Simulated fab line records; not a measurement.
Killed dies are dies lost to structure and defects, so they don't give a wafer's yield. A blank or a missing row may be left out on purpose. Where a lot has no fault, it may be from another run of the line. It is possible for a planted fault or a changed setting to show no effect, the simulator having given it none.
Commonality check across tools ; flow n5-finfet ; Sampled: 8 lots, 24 wafers

WHAT PROMPTED THE OPENING
At N5_SD_EPI_P_EPI_MEAS_23 the reading thk-nm is flagged on 2 of 8 lots. Fault-free wafers read 61.0 nm, with a standard deviation of 1.2.
Rule: a lot is flagged in two cases, either no wafer of it has a number, or all its wafers with numbers fall more than 4 standard deviations from that mean. The other lots count as sound.

lot;measured;on;thk-nm (nm), wafer by wafer;flag
L896;day 4 18:22;film-metro-02;60.3 60.3 59.4;
L897;day 4 21:46;film-metro-02;61.3 59.3 61.7;
L898;day 5 05:02;film-metro-01;61.3 60.8 61.9;
L901;day 6 03:32;film-metro-01;60.5 61.9 61.7;
L903;day 6 13:55;film-metro-02;61.6 61.3 58.4;
L906;day 7 03:40;film-metro-01;44.1 43.2 45.2;FLAGGED
L907;day 7 11:32;film-metro-01;42.6 46.6 44.6;FLAGGED
L913;day 8 22:33;film-metro-02;60.4 62.2 61.3;
The mean of the flagged lots' numbers is 44.4 nm, -16.6 nm from the usual (-14 standard deviations).

EACH LOT AND THE TOOL IT RAN ON
3 process steps preceding the reading are held in the record, out of 1938 steps in the route. Cell contents, in order: the tool; ch with the chambers the sampled wafers went through; the start.
lot;flag;N5_SD_EPI_N_ETCH_35;N5_SD_EPI_N_VAPOR_ETCH_50;N5_SD_EPI_P_EPI_21
L896;;rie-diel-01 ch 0,2,3, day 4 10:34;epi-rpcvd-01 ch 0, day 4 12:02;epi-rpcvd-01 ch 0, day 4 16:32
L897;;rie-diel-05 ch 0,1,3, day 4 12:55;epi-rpcvd-02 ch 0, day 4 14:45;epi-rpcvd-01 ch 0, day 4 20:17
L898;;rie-diel-03 ch 0,2, day 4 19:05;epi-rpcvd-02 ch 0, day 4 20:37;epi-rpcvd-01 ch 0, day 5 02:07
L901;;rie-diel-03 ch 0,2, day 5 15:31;epi-rpcvd-04 ch 0, day 5 17:31;epi-rpcvd-01 ch 0, day 6 01:04
L903;;rie-diel-05 ch 1,2,3, day 6 03:04;epi-rpcvd-04 ch 0, day 6 04:47;epi-rpcvd-01 ch 0, day 6 11:00
L906;FLAGGED;rie-diel-01 ch 0,2, day 6 18:55;epi-rpcvd-02 ch 0, day 6 20:22;epi-rpcvd-01 ch 0, day 7 01:13
L907;FLAGGED;rie-diel-01 ch 1,3, day 7 02:52;epi-rpcvd-02 ch 0, day 7 04:17;epi-rpcvd-01 ch 0, day 7 09:05
L913;;rie-diel-01 ch 0,1, day 8 14:35;epi-rpcvd-02 ch 0, day 8 16:02;epi-rpcvd-02 ch 0, day 8 20:43
What is done by these steps:
- N5_SD_EPI_N_ETCH_35: etches SOC in N2/H2, overetch 108 nm, time 486 s.
- N5_SD_EPI_N_VAPOR_ETCH_50: etches Si in HCl, time 54 s.
- N5_SD_EPI_P_EPI_21: deposits SiGe:B, time 355 s.
- N5_SD_EPI_P_EPI_MEAS_23

FLAGGED AGAINST TOTAL, ONE TOOL AT A TIME (gauges that did the reading follow at the end)
step;tool;lots run;flagged;share of the flagged lots;sound lots run after its first flagged lot
N5_SD_EPI_N_ETCH_35;rie-diel-01;4;2;all;1 (L913)
N5_SD_EPI_N_ETCH_35;rie-diel-03;2;0;none;-
N5_SD_EPI_N_ETCH_35;rie-diel-05;2;0;none;-
N5_SD_EPI_N_VAPOR_ETCH_50;epi-rpcvd-01;1;0;none;-
N5_SD_EPI_N_VAPOR_ETCH_50;epi-rpcvd-02;5;2;all;1 (L913)
N5_SD_EPI_N_VAPOR_ETCH_50;epi-rpcvd-04;2;0;none;-
N5_SD_EPI_P_EPI_21;epi-rpcvd-01;7;2;all;0
N5_SD_EPI_P_EPI_21;epi-rpcvd-02;1;0;none;-
N5_SD_EPI_P_EPI_MEAS_23;film-metro-01;4;2;all;0
N5_SD_EPI_P_EPI_MEAS_23;film-metro-02;4;0;none;-

WHAT THE TABLE ALLOWS
4 rows of the table ran every flagged lot: rie-diel-01 at N5_SD_EPI_N_ETCH_35, epi-rpcvd-02 at N5_SD_EPI_N_VAPOR_ETCH_50, epi-rpcvd-01 at N5_SD_EPI_P_EPI_21, film-metro-01 at N5_SD_EPI_P_EPI_MEAS_23.
- rie-diel-01 at N5_SD_EPI_N_ETCH_35: 2 of its 4 lots flagged. Sound lots followed the first flagged one (L913) on it, something a lasting fault affecting the whole tool could not allow.
- epi-rpcvd-02 at N5_SD_EPI_N_VAPOR_ETCH_50: 2 of its 5 lots flagged. Sound lots followed the first flagged one (L913) on it, something a lasting fault affecting the whole tool could not allow.
- epi-rpcvd-01 at N5_SD_EPI_P_EPI_21: 2 of its 7 lots flagged. Its last sound lot is L903 (day 6 11:00), its first flagged lot L906 (day 7 01:13): a fault that began between those two fits. Its own readings lie more than 4 standard deviations out on every wafer of the flagged lots: chamber-pressure-Torr.
- film-metro-01 at N5_SD_EPI_P_EPI_MEAS_23: 2 of its 4 lots flagged. Its last sound lot is L901 (day 6 03:32), its first flagged lot L906 (day 7 03:40): a fault that began between those two fits.
Counting lots can't tell these 2 tools apart, because each fits a fault that began at some hour. More lots, or a look at what each step does to the wafer, might.

WHAT HAD BEEN PUT IN BY THE SIMULATOR
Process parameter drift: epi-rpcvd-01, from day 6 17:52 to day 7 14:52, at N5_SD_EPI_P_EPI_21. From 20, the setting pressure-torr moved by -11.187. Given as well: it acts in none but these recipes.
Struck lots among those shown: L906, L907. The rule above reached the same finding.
